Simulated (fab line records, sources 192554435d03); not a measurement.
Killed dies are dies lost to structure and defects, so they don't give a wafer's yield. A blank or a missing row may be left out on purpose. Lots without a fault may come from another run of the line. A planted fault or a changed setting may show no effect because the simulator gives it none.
Split-lot experiment | flow n5_finfet | 7 lots, 39 wafers read, on a route of 1938 steps

THE SPLIT
At N5_SD_EPI_N_EXPOSE_06 (exposes mask SD N BLK, target cd 120 nm), the setting dose_mj was moved away from the recipe's 39.75 on 15 of the 39 wafers read, by -6.0% to +5.5%. The other wafers ran this setting at the recipe's value.

FROM THE SPLIT TO THE READING: what the file shows between them, 2 steps
- N5_SD_EPI_N_PEB_07: peb time 60 s
- N5_SD_EPI_N_DEVELOP_08: develop time 30 s

THE READING
cd_nm, in nm, at N5_SD_EPI_N_CD_MEAS_09 (target cd 120 nm). Fault-free wafers of this fab line usually give 119.6 nm, standard deviation 0.69 nm.

wafer  | tool, chamber at the split | dose_mj as run | against the recipe | cd_nm, nm | against lot-mates on the recipe
L074.1 | arfi_scanner-01, 0         | 39.75          | recipe             | 119.8     | -
L074.2 | arfi_scanner-01, 0         | 39.75          | recipe             | 120.6     | -
L074.3 | arfi_scanner-01, 0         | 37.36          | -6.0%              | 115.1     | -4.9
L074.4 | arfi_scanner-01, 0         | 37.36          | -6.0%              | 115.9     | -4.1
L074.5 | arfi_scanner-01, 0         | 37.36          | -6.0%              | 116.7     | -3.3
L074.6 | arfi_scanner-01, 0         | 39.75          | recipe             | 119.5     | -
L076.1 | arfi_scanner-01, 0         | 41.51          | +4.4%              | 122.4     | +2.7
L076.2 | arfi_scanner-01, 0         | 39.75          | recipe             | 119.9     | -
L076.3 | arfi_scanner-01, 0         | 39.75          | recipe             | 119.7     | -
L076.4 | arfi_scanner-01, 0         | 41.51          | +4.4%              | 122.9     | +3.2
L076.5 | arfi_scanner-01, 0         | 41.51          | +4.4%              | 122.0     | +2.3
L076.6 | arfi_scanner-01, 0         | 39.75          | recipe             | 119.6     | -
L079.1 | arfi_scanner-03, 0         | 39.75          | recipe             | 119.0     | -
L079.2 | arfi_scanner-03, 0         | 39.75          | recipe             | 120.1     | -
L079.3 | arfi_scanner-03, 0         | 39.75          | recipe             | 118.8     | -
L079.4 | arfi_scanner-03, 0         | 39.75          | recipe             | 118.5     | -
L079.5 | arfi_scanner-03, 0         | 39.75          | recipe             | 119.8     | -
L079.6 | arfi_scanner-03, 0         | 39.75          | recipe             | 118.7     | -
L080.1 | arfi_scanner-02, 0         | 41.22          | +3.7%              | 122.5     | +2.8
L080.2 | arfi_scanner-02, 0         | 41.22          | +3.7%              | 122.3     | +2.6
L080.3 | arfi_scanner-02, 0         | 39.75          | recipe             | 120.3     | -
L080.4 | arfi_scanner-02, 0         | 39.75          | recipe             | 120.0     | -
L080.5 | arfi_scanner-02, 0         | 39.75          | recipe             | 118.8     | -
L080.6 | arfi_scanner-02, 0         | 41.22          | +3.7%              | 122.1     | +2.4
L086.1 | arfi_scanner-03, 0         | 39.75          | recipe             | 118.4     | -
L086.2 | arfi_scanner-03, 0         | 39.75          | recipe             | 119.1     | -
L086.4 | arfi_scanner-03, 0         | 39.75          | recipe             | 118.9     | -
L088.1 | arfi_scanner-03, 0         | 41.92          | +5.5%              | 124.4     | +3.4
L088.2 | arfi_scanner-03, 0         | 39.75          | recipe             | 121.9     | -
L088.3 | arfi_scanner-03, 0         | 41.92          | +5.5%              | 123.3     | +2.3
L088.4 | arfi_scanner-03, 0         | 39.75          | recipe             | 120.8     | -
L088.5 | arfi_scanner-03, 0         | 41.92          | +5.5%              | 124.5     | +3.5
L088.6 | arfi_scanner-03, 0         | 39.75          | recipe             | 120.2     | -
L094.1 | arfi_scanner-01, 0         | 39.75          | recipe             | 120.7     | -
L094.2 | arfi_scanner-01, 0         | 39.75          | recipe             | 120.8     | -
L094.3 | arfi_scanner-01, 0         | 37.86          | -4.8%              | 116.4     | -4.4
L094.4 | arfi_scanner-01, 0         | 37.86          | -4.8%              | 116.6     | -4.2
L094.5 | arfi_scanner-01, 0         | 39.75          | recipe             | 120.8     | -
L094.6 | arfi_scanner-01, 0         | 37.86          | -4.8%              | 116.0     | -4.8

THE FIT
A straight line over all 39 wafers: cd_nm changes by +0.691 nm for each +1% of dose_mj; r = +0.94; the points scatter about the line by 0.78 nm.
The same after taking each lot's own level away (the mean of its wafers on the recipe; 39 wafers): +0.693 nm for each +1%; r = +0.96; scatter 0.6 nm.
On that fit, the largest move of dose_mj shifts the reading by 4.2 nm.
The lots' own levels span 118.80 to 120.97 nm, that is 3.1 times the standard deviation above.
So the lot-to-lot level changes the slope little: the two slopes agree.
Check: with one of the wafers moved furthest among these (-6.0%) left out of the fit, the line predicts -4.24 nm for it against its lot-mates. It came out at -4.87 nm against them.

OTHER SPLITS ON THESE WAFERS
These wafers also went through other splits before the reading. Each is held against what the fit with the lots' levels taken away leaves over:
other split on the same wafers       | wafers away from the commonest value | r with cd_nm (lot level and that fit taken away)
N5_DUMMY_GATE_HM_DEP_06 target_thk_a | 30                                   | -0.16
N5_DUMMY_GATE_ETCH_31 target_depth_a | 12                                   | +0.12
N5_DUMMY_GATE_ETCH_32 time_s         | 12                                   | -0.02
N5_SPACER0_ALD_07 target_thk_a       | 15                                   | +0.08

THE WHOLE CHAIN: every reading that the file lists as answering this split, in the file's order
step                   | what it does                                           | reading                                                         | change (the file's fit)               | r (the file's)
N5_SD_EPI_N_CD_MEAS_09 | target cd 120 nm                                       | cd_nm                                                           | +0.686 nm for each +1% of the setting | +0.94
N5_SD_EPI_N_DESCUM_14  | chemistry O2, time 7.9 s                               | SD_EPI_N.cd_nm (the simulator's own value, which no gauge read) | +0.686 nm for each +1% of the setting | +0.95
N5_SD_EPI_N_ETCH_34    | etches SiARC in CF4, target depth 45.5 nm, time 75.8 s | SD_EPI_N.cd_nm (the simulator's own value, which no gauge read) | +0.678 nm for each +1% of the setting | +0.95

THE FILE'S OWN FIT
cd_nm changes by +0.686 nm for each +1% of dose_mj, r = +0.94.
